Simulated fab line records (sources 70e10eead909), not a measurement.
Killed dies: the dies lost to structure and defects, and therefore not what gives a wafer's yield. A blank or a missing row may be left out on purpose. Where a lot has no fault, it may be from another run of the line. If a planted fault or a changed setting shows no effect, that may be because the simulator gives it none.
fab line records / flow nand_harc / part 2 of 2: steps 22 to 32 of 32
record lots=5 wafers=15 last_day=32
route steps=1302 shown P_CONTACT@234 P_M0@253
lots untouched by any fault: they come from a run of this same line in which no faults occurred
start_h: the number of hours between the record's first day and the start of the first shown wafer of the lot / wait_h: how many hours have passed since the lot's step before this one / " identical to the entry in the row above / L1.1+2: several wafers, shown together as one row / - no value present, or no start provided / * or withheld: withheld / < > ~ a bound
route shown NAME@n: a module of which the file shows steps, and the number in the route of the first / usual: the fault-free wafers' mean and standard deviation / same: alike in all rows / chamber/n: place in a boat / sites: readings site by site / _std_site: standard deviation of those values / _edge_site: mean of outer sites minus mean of inner sites / radius_mm: for every site, how far away it sits from the centre of the wafer / mask NAME#n: copy n / behind: the last tool/chamber to shape the wafer / hold: why the lot went on hold/how many hours it stayed there/how the hold came to an end / device: which transistor (n, p or np) failed to switch / end of line: at the end of the route, the tests of the same wafers / a step with no rows: only its recipe / killed: count of dies lost to structure and defects at first sort (not the wafer's yield) / map: per-die view of a wafer (x killed, . not killed, _ where there is no die)
set.NAME: setting as actually run; set.NAME@STEP: the setting as run at that earlier step / model.NAME: the simulator's own value behind a step, which no gauge read
a table for each step, a row for each wafer; lots at some steps of the route
services: when a tool's chamber went out of use (start_h, in hours from the record's first day, below 0 if earlier), for how many hours, and the reason
## steps
# step NHARC_P_M0_COAT_33
# recipe temp_c=200 time_s=65
# usual plate_temp_C=200.02/0.17
# same time_s=65
lot.wafer=L074.1 tool=litho_track-06 chamber=0 start_h=- wait_h=- plate_temp_C=200.07
lot.wafer=L074.2 tool=litho_track-06 chamber=0 start_h=- wait_h=- plate_temp_C=199.88
lot.wafer=L074.5 tool=litho_track-06 chamber=0 start_h=- wait_h=- plate_temp_C=199.83
lot.wafer=L077.2 tool=litho_track-04 chamber=0 start_h=- wait_h=- plate_temp_C=200.19
lot.wafer=L077.3 tool=litho_track-04 chamber=0 start_h=- wait_h=- plate_temp_C=200.26
lot.wafer=L077.4 tool=litho_track-04 chamber=0 start_h=- wait_h=- plate_temp_C=200.05
lot.wafer=L090.2 tool=litho_track-06 chamber=0 start_h=- wait_h=- plate_temp_C=200.01
lot.wafer=L090.3 tool=litho_track-06 chamber=0 start_h=- wait_h=- plate_temp_C=199.97
lot.wafer=L090.4 tool=litho_track-06 chamber=0 start_h=- wait_h=- plate_temp_C=199.91
lot.wafer=L093.3 tool=litho_track-04 chamber=0 start_h=- wait_h=- plate_temp_C=199.98
lot.wafer=L093.5 tool=litho_track-04 chamber=0 start_h=- wait_h=- plate_temp_C=199.92
lot.wafer=L093.6 tool=litho_track-04 chamber=0 start_h=- wait_h=- plate_temp_C=200.23
lot.wafer=L094.1 tool=litho_track-01 chamber=0 start_h=- wait_h=- plate_temp_C=200.21
lot.wafer=L094.3 tool=litho_track-01 chamber=0 start_h=- wait_h=- plate_temp_C=200.04
lot.wafer=L094.4 tool=litho_track-01 chamber=0 start_h=- wait_h=- plate_temp_C=199.90
# step NHARC_P_M0_COAT_03
# recipe spin_rpm=1500 resist_thk_nm=90
lot.wafer=L074.1+2+5 tool=litho_track-06 chamber=0 start_h=- wait_h=-
lot.wafer=L077.2+3+4 tool=litho_track-04 chamber=0 start_h=- wait_h=-
lot.wafer=L090.2+3+4 tool=litho_track-06 chamber=0 start_h=- wait_h=-
lot.wafer=L093.3+5+6 tool=litho_track-04 chamber=0 start_h=- wait_h=-
lot.wafer=L094.1+3+4 tool=litho_track-01 chamber=0 start_h=- wait_h=-
# step NHARC_P_M0_SOFTBAKE_04
# recipe temp_c=105 time_s=55
# usual plate_temp_C=105.01/0.11
# same time_s=55
lot.wafer=L074.1 tool=litho_track-06 chamber=0 start_h=- wait_h=- plate_temp_C=105.15
lot.wafer=L074.2 tool=litho_track-06 chamber=0 start_h=- wait_h=- plate_temp_C=104.93
lot.wafer=L074.5 tool=litho_track-06 chamber=0 start_h=- wait_h=- plate_temp_C=104.95
lot.wafer=L077.2 tool=litho_track-04 chamber=0 start_h=- wait_h=- plate_temp_C=104.78
lot.wafer=L077.3 tool=litho_track-04 chamber=0 start_h=- wait_h=- plate_temp_C=104.88
lot.wafer=L077.4 tool=litho_track-04 chamber=0 start_h=- wait_h=- plate_temp_C=104.94
lot.wafer=L090.2 tool=litho_track-06 chamber=0 start_h=- wait_h=- plate_temp_C=104.81
lot.wafer=L090.3 tool=litho_track-06 chamber=0 start_h=- wait_h=- plate_temp_C=104.92
lot.wafer=L090.4 tool=litho_track-06 chamber=0 start_h=- wait_h=- plate_temp_C=104.73
lot.wafer=L093.3 tool=litho_track-04 chamber=0 start_h=- wait_h=- plate_temp_C=105.07
lot.wafer=L093.5 tool=litho_track-04 chamber=0 start_h=- wait_h=- plate_temp_C=105.11
lot.wafer=L093.6 tool=litho_track-04 chamber=0 start_h=- wait_h=- plate_temp_C=105.21
lot.wafer=L094.1 tool=litho_track-01 chamber=0 start_h=- wait_h=- plate_temp_C=105.01
lot.wafer=L094.3 tool=litho_track-01 chamber=0 start_h=- wait_h=- plate_temp_C=104.78
lot.wafer=L094.4 tool=litho_track-01 chamber=0 start_h=- wait_h=- plate_temp_C=104.86
# step NHARC_P_M0_EBR_05
lot.wafer=L074.1+2+5 tool=litho_track-06 chamber=0 start_h=- wait_h=-
lot.wafer=L077.2+3+4 tool=litho_track-04 chamber=0 start_h=- wait_h=-
lot.wafer=L090.2+3+4 tool=litho_track-06 chamber=0 start_h=- wait_h=-
lot.wafer=L093.3+5+6 tool=litho_track-04 chamber=0 start_h=- wait_h=-
lot.wafer=L094.1+3+4 tool=litho_track-01 chamber=0 start_h=- wait_h=-
# step NHARC_P_M0_EXPOSE_06
# recipe na=1.35 target_cd_nm=90 dose_mj=81.28 mask_id=P_M0
lot.wafer=L074.1+2+5 tool=arfi_scanner-03 chamber=0 start_h=120.99 wait_h=- mask=P_M0#0
lot.wafer=L077.2+3+4 tool=arfi_scanner-03 chamber=0 start_h=157.10 wait_h=- mask=P_M0#0
lot.wafer=L090.2+3+4 tool=arfi_scanner-03 chamber=0 start_h=292.99 wait_h=- mask=P_M0#0
lot.wafer=L093.3+5+6 tool=arfi_scanner-03 chamber=0 start_h=308.00 wait_h=- mask=P_M0#0
lot.wafer=L094.1+3+4 tool=arfi_scanner-02 chamber=0 start_h=323.30 wait_h=- mask=P_M0#0
# step NHARC_P_M0_PEB_07
# recipe peb_temp_c=100 peb_time_s=65
# usual plate_temp_C=100.00/0.12
lot.wafer=L074.1 tool=litho_track-01 chamber=0 start_h=121.05 wait_h=0.1 plate_temp_C=100.14
lot.wafer=L074.2 tool=litho_track-01 chamber=0 start_h=121.05 wait_h=0.1 plate_temp_C=100.37
lot.wafer=L074.5 tool=litho_track-01 chamber=0 start_h=121.05 wait_h=0.1 plate_temp_C=100.08
lot.wafer=L077.2 tool=litho_track-04 chamber=0 start_h=157.16 wait_h=0.1 plate_temp_C=100.18
lot.wafer=L077.3 tool=litho_track-04 chamber=0 start_h=157.16 wait_h=0.1 plate_temp_C=100.07
lot.wafer=L077.4 tool=litho_track-04 chamber=0 start_h=157.16 wait_h=0.1 plate_temp_C=100.08
lot.wafer=L090.2 tool=litho_track-04 chamber=0 start_h=293.04 wait_h=0.1 plate_temp_C=100.14
lot.wafer=L090.3 tool=litho_track-04 chamber=0 start_h=293.04 wait_h=0.1 plate_temp_C=100.14
lot.wafer=L090.4 tool=litho_track-04 chamber=0 start_h=293.04 wait_h=0.1 plate_temp_C=100.12
lot.wafer=L093.3 tool=litho_track-01 chamber=0 start_h=308.05 wait_h=0.0 plate_temp_C=99.87
lot.wafer=L093.5 tool=litho_track-01 chamber=0 start_h=308.05 wait_h=0.0 plate_temp_C=99.77
lot.wafer=L093.6 tool=litho_track-01 chamber=0 start_h=308.05 wait_h=0.0 plate_temp_C=99.87
lot.wafer=L094.1 tool=litho_track-04 chamber=0 start_h=323.36 wait_h=0.1 plate_temp_C=100.00
lot.wafer=L094.3 tool=litho_track-04 chamber=0 start_h=323.36 wait_h=0.1 plate_temp_C=99.83
lot.wafer=L094.4 tool=litho_track-04 chamber=0 start_h=323.36 wait_h=0.1 plate_temp_C=99.72
# step NHARC_P_M0_DEVELOP_08
# recipe develop_time_s=35 dev_temp_c=23
lot.wafer=L074.1+2+5 tool=litho_track-01 chamber=0 start_h=- wait_h=-
lot.wafer=L077.2+3+4 tool=litho_track-04 chamber=0 start_h=- wait_h=-
lot.wafer=L090.2+3+4 tool=litho_track-04 chamber=0 start_h=- wait_h=-
lot.wafer=L093.3+5+6 tool=litho_track-01 chamber=0 start_h=- wait_h=-
lot.wafer=L094.1+3+4 tool=litho_track-04 chamber=0 start_h=- wait_h=-
# step NHARC_P_M0_CD_MEAS_09
# recipe target_cd_nm=90 landing_energy_ev=500
# usual cd_nm=89.9/0.65
lot.wafer=L074.1 tool=cd_sem-03 chamber=0 start_h=121.13 wait_h=- cd_nm=90.2
lot.wafer=L074.2 tool=cd_sem-03 chamber=0 start_h=121.13 wait_h=- cd_nm=89.7
lot.wafer=L074.5 tool=cd_sem-03 chamber=0 start_h=121.13 wait_h=- cd_nm=90.5
lot.wafer=L077.2 tool=cd_sem-01 chamber=0 start_h=157.25 wait_h=- cd_nm=89.7
lot.wafer=L077.3 tool=cd_sem-01 chamber=0 start_h=157.25 wait_h=- cd_nm=90.2
lot.wafer=L077.4 tool=cd_sem-01 chamber=0 start_h=157.25 wait_h=- cd_nm=90.2
lot.wafer=L090.2 tool=cd_sem-02 chamber=0 start_h=293.13 wait_h=- cd_nm=90.3
lot.wafer=L090.3 tool=cd_sem-02 chamber=0 start_h=293.13 wait_h=- cd_nm=89.6
lot.wafer=L090.4 tool=cd_sem-02 chamber=0 start_h=293.13 wait_h=- cd_nm=89.6
lot.wafer=L093.3 tool=cd_sem-02 chamber=0 start_h=308.14 wait_h=- cd_nm=90.3
lot.wafer=L093.5 tool=cd_sem-02 chamber=0 start_h=308.14 wait_h=- cd_nm=89.6
lot.wafer=L093.6 tool=cd_sem-02 chamber=0 start_h=308.14 wait_h=- cd_nm=89.3
lot.wafer=L094.1 tool=cd_sem-03 chamber=0 start_h=323.44 wait_h=- cd_nm=90.6
lot.wafer=L094.3 tool=cd_sem-03 chamber=0 start_h=323.44 wait_h=- cd_nm=90.2
lot.wafer=L094.4 tool=cd_sem-03 chamber=0 start_h=323.44 wait_h=- cd_nm=90.9
# step NHARC_P_M0_OVL_MEAS_10
# recipe pitch_nm=180
# usual overlay_x_nm=0.0/0.91 overlay_y_nm=-0.2/0.91
lot.wafer=L074.1 tool=overlay-02 chamber=- start_h=121.22 wait_h=- overlay_x_nm=-0.5 overlay_y_nm=0.2
lot.wafer=L074.2 tool=overlay-02 chamber=- start_h=121.22 wait_h=- overlay_x_nm=0.1 overlay_y_nm=0.1
lot.wafer=L074.5 tool=overlay-02 chamber=- start_h=121.22 wait_h=- overlay_x_nm=-0.5 overlay_y_nm=-0.4
lot.wafer=L077.2 tool=overlay-01 chamber=- start_h=157.33 wait_h=- overlay_x_nm=-0.5 overlay_y_nm=0.6
lot.wafer=L077.3 tool=overlay-01 chamber=- start_h=157.33 wait_h=- overlay_x_nm=0.1 overlay_y_nm=0.4
lot.wafer=L077.4 tool=overlay-01 chamber=- start_h=157.33 wait_h=- overlay_x_nm=0.0 overlay_y_nm=0.5
lot.wafer=L090.2 tool=overlay-02 chamber=- start_h=293.21 wait_h=- overlay_x_nm=-0.5 overlay_y_nm=0.0
lot.wafer=L090.3 tool=overlay-02 chamber=- start_h=293.21 wait_h=- overlay_x_nm=-0.8 overlay_y_nm=-0.5
lot.wafer=L090.4 tool=overlay-02 chamber=- start_h=293.21 wait_h=- overlay_x_nm=-0.3 overlay_y_nm=0.1
lot.wafer=L093.3 tool=overlay-01 chamber=- start_h=308.22 wait_h=- overlay_x_nm=-0.1 overlay_y_nm=0.9
lot.wafer=L093.5 tool=overlay-01 chamber=- start_h=308.22 wait_h=- overlay_x_nm=-1.1 overlay_y_nm=-0.1
lot.wafer=L093.6 tool=overlay-01 chamber=- start_h=308.22 wait_h=- overlay_x_nm=-0.4 overlay_y_nm=0.9
lot.wafer=L094.1 tool=overlay-01 chamber=- start_h=323.53 wait_h=- overlay_x_nm=1.4 overlay_y_nm=-1.0
lot.wafer=L094.3 tool=overlay-01 chamber=- start_h=323.53 wait_h=- overlay_x_nm=1.5 overlay_y_nm=-0.9
lot.wafer=L094.4 tool=overlay-01 chamber=- start_h=323.53 wait_h=- overlay_x_nm=1.0 overlay_y_nm=-0.1
# step NHARC_P_M0_INSPECT_11
# usual raw_defect_count=4.3/2.4
lot.wafer=L074.1 tool=defect_inspect-01 chamber=- start_h=121.26 wait_h=0.0 raw_defect_count=6
lot.wafer=L074.2 tool=defect_inspect-01 chamber=- start_h=121.26 wait_h=0.0 raw_defect_count=2
lot.wafer=L074.5 tool=defect_inspect-01 chamber=- start_h=121.26 wait_h=0.0 raw_defect_count=7
lot.wafer=L077.2 tool=defect_inspect-01 chamber=- start_h=157.37 wait_h=0.0 raw_defect_count=3
lot.wafer=L077.3 tool=defect_inspect-01 chamber=- start_h=157.37 wait_h=0.0 raw_defect_count=2
lot.wafer=L077.4 tool=defect_inspect-01 chamber=- start_h=157.37 wait_h=0.0 raw_defect_count=2
lot.wafer=L090.2 tool=defect_inspect-01 chamber=- start_h=293.25 wait_h=0.0 raw_defect_count=10
lot.wafer=L090.3 tool=defect_inspect-01 chamber=- start_h=293.25 wait_h=0.0 raw_defect_count=8
lot.wafer=L090.4 tool=defect_inspect-01 chamber=- start_h=293.25 wait_h=0.0 raw_defect_count=9
lot.wafer=L093.3 tool=defect_inspect-01 chamber=- start_h=308.26 wait_h=0.0 raw_defect_count=3
lot.wafer=L093.5 tool=defect_inspect-01 chamber=- start_h=308.26 wait_h=0.0 raw_defect_count=5
lot.wafer=L093.6 tool=defect_inspect-01 chamber=- start_h=308.26 wait_h=0.0 raw_defect_count=4
lot.wafer=L094.1 tool=defect_inspect-01 chamber=- start_h=323.56 wait_h=0.0 raw_defect_count=3
lot.wafer=L094.3 tool=defect_inspect-01 chamber=- start_h=323.56 wait_h=0.0 raw_defect_count=2
lot.wafer=L094.4 tool=defect_inspect-01 chamber=- start_h=323.56 wait_h=0.0 raw_defect_count=1
# step NHARC_P_M0_DESCUM_14
# recipe time_s=3 o2_flow_sccm=200 ar_flow_sccm=0 bias_power_w=0 chemistry=O2
# usual drypump_motor_current_A=5.6/0.34 oes_product_au=1.006/0.01 rf_vpp_V=57.8/1.1 showerhead_plenum_p_Torr=1.94/0.095 throttle_valve_pct=11.310/0.0087
# same time_s=3
lot.wafer=L074.2 tool=rie_diel-08 chamber=0 start_h=121.32 wait_h=0.1 drypump_motor_current_A=5.6 oes_product_au=1.009 rf_hours_counter_h=30 rf_vpp_V=57.5 showerhead_plenum_p_Torr=1.98 throttle_valve_pct=11.311
lot.wafer=L074.1 tool=rie_diel-08 chamber=1 start_h=121.32 wait_h=0.1 drypump_motor_current_A=5.5 oes_product_au=1.004 rf_hours_counter_h=30 rf_vpp_V=56.7 showerhead_plenum_p_Torr=2.07 throttle_valve_pct=11.308
lot.wafer=L074.5 tool=rie_diel-08 chamber=0 start_h=121.32 wait_h=0.1 drypump_motor_current_A=5.6 oes_product_au=1.008 rf_hours_counter_h=- rf_vpp_V=56.7 showerhead_plenum_p_Torr=1.98 throttle_valve_pct=11.292
lot.wafer=L077.4 tool=rie_diel-12 chamber=0 start_h=157.43 wait_h=0.1 drypump_motor_current_A=5.6 oes_product_au=0.998 rf_hours_counter_h=13 rf_vpp_V=55.9 showerhead_plenum_p_Torr=1.78 throttle_valve_pct=11.313
lot.wafer=L077.2 tool=rie_diel-12 chamber=2 start_h=157.43 wait_h=0.1 drypump_motor_current_A=5.8 oes_product_au=1.032 rf_hours_counter_h=13 rf_vpp_V=59.4 showerhead_plenum_p_Torr=2.04 throttle_valve_pct=11.301
lot.wafer=L077.3 tool=rie_diel-12 chamber=3 start_h=157.43 wait_h=0.1 drypump_motor_current_A=5.4 oes_product_au=0.999 rf_hours_counter_h=14 rf_vpp_V=61.4 showerhead_plenum_p_Torr=2.02 throttle_valve_pct=11.303
lot.wafer=L090.4 tool=rie_diel-08 chamber=0 start_h=293.31 wait_h=0.1 drypump_motor_current_A=5.6 oes_product_au=1.015 rf_hours_counter_h=34 rf_vpp_V=56.3 showerhead_plenum_p_Torr=1.96 throttle_valve_pct=11.316
lot.wafer=L090.3 tool=rie_diel-08 chamber=1 start_h=293.31 wait_h=0.1 drypump_motor_current_A=5.6 oes_product_au=0.989 rf_hours_counter_h=30 rf_vpp_V=58.3 showerhead_plenum_p_Torr=2.05 throttle_valve_pct=11.320
lot.wafer=L090.2 tool=rie_diel-08 chamber=3 start_h=293.31 wait_h=0.1 drypump_motor_current_A=5.0 oes_product_au=0.999 rf_hours_counter_h=32 rf_vpp_V=57.2 showerhead_plenum_p_Torr=1.96 throttle_valve_pct=11.314
lot.wafer=L093.3 tool=rie_diel-03 chamber=1 start_h=308.33 wait_h=0.1 drypump_motor_current_A=6.1 oes_product_au=1.012 rf_hours_counter_h=7 rf_vpp_V=56.4 showerhead_plenum_p_Torr=1.90 throttle_valve_pct=11.315
lot.wafer=L093.6 tool=rie_diel-03 chamber=3 start_h=308.33 wait_h=0.1 drypump_motor_current_A=5.6 oes_product_au=1.004 rf_hours_counter_h=- rf_vpp_V=60.1 showerhead_plenum_p_Torr=2.07 throttle_valve_pct=11.307
lot.wafer=L093.5 tool=rie_diel-03 chamber=2 start_h=308.33 wait_h=0.1 drypump_motor_current_A=4.8 oes_product_au=1.012 rf_hours_counter_h=- rf_vpp_V=56.8 showerhead_plenum_p_Torr=1.88 throttle_valve_pct=11.296
lot.wafer=L094.4 tool=rie_diel-12 chamber=3 start_h=323.63 wait_h=0.1 drypump_motor_current_A=5.4 oes_product_au=1.019 rf_hours_counter_h=7 rf_vpp_V=58.2 showerhead_plenum_p_Torr=2.02 throttle_valve_pct=11.310
lot.wafer=L094.3 tool=rie_diel-12 chamber=0 start_h=323.63 wait_h=0.1 drypump_motor_current_A=5.6 oes_product_au=1.014 rf_hours_counter_h=7 rf_vpp_V=57.4 showerhead_plenum_p_Torr=1.77 throttle_valve_pct=11.302
lot.wafer=L094.1 tool=rie_diel-12 chamber=1 start_h=323.63 wait_h=0.1 drypump_motor_current_A=6.0 oes_product_au=0.993 rf_hours_counter_h=7 rf_vpp_V=59.4 showerhead_plenum_p_Torr=1.95 throttle_valve_pct=11.312
## services
tool=wet_bench-01 chamber=- start_h=101.60 hours=8.0 kind=pm
tool=pvd_sputter-02 chamber=- start_h=104.00 hours=10.0 kind=pm
tool=rie_diel-06 chamber=- start_h=130.31 hours=9.0 kind=pm
tool=litho_track-01 chamber=- start_h=155.00 hours=7.0 kind=pm
tool=rie_diel-05 chamber=2 start_h=157.55 hours=7.6 kind=repair
tool=arfi_scanner-03 chamber=- start_h=160.03 hours=1.4 kind=repair
tool=rie_diel-02 chamber=2 start_h=160.94 hours=7.8 kind=repair
tool=rie_diel-06 chamber=2 start_h=167.73 hours=6.7 kind=repair
tool=litho_track-06 chamber=- start_h=179.00 hours=7.0 kind=pm
tool=arfi_scanner-03 chamber=- start_h=196.00 hours=4.0 kind=pm
tool=litho_track-04 chamber=- start_h=203.00 hours=7.0 kind=pm
tool=rie_diel-02 chamber=- start_h=214.88 hours=0.4 kind=repair
tool=arfi_scanner-03 chamber=- start_h=215.06 hours=14.4 kind=repair
tool=rie_diel-02 chamber=- start_h=216.70 hours=9.0 kind=pm
tool=rie_diel-05 chamber=1 start_h=220.52 hours=3.8 kind=repair
tool=rie_diel-05 chamber=- start_h=229.60 hours=9.0 kind=pm
tool=arfi_scanner-03 chamber=- start_h=235.57 hours=0.4 kind=repair
tool=rie_diel-06 chamber=- start_h=242.11 hours=1.4 kind=repair
tool=wet_bench-01 chamber=- start_h=277.60 hours=8.0 kind=pm
tool=pvd_sputter-02 chamber=- start_h=282.02 hours=10.0 kind=pm
tool=rie_diel-02 chamber=1 start_h=285.05 hours=5.2 kind=repair
tool=rie_diel-05 chamber=0 start_h=295.10 hours=22.1 kind=repair
tool=rie_diel-06 chamber=- start_h=307.31 hours=9.0 kind=pm
tool=pvd_sputter-02 chamber=- start_h=308.07 hours=3.1 kind=repair
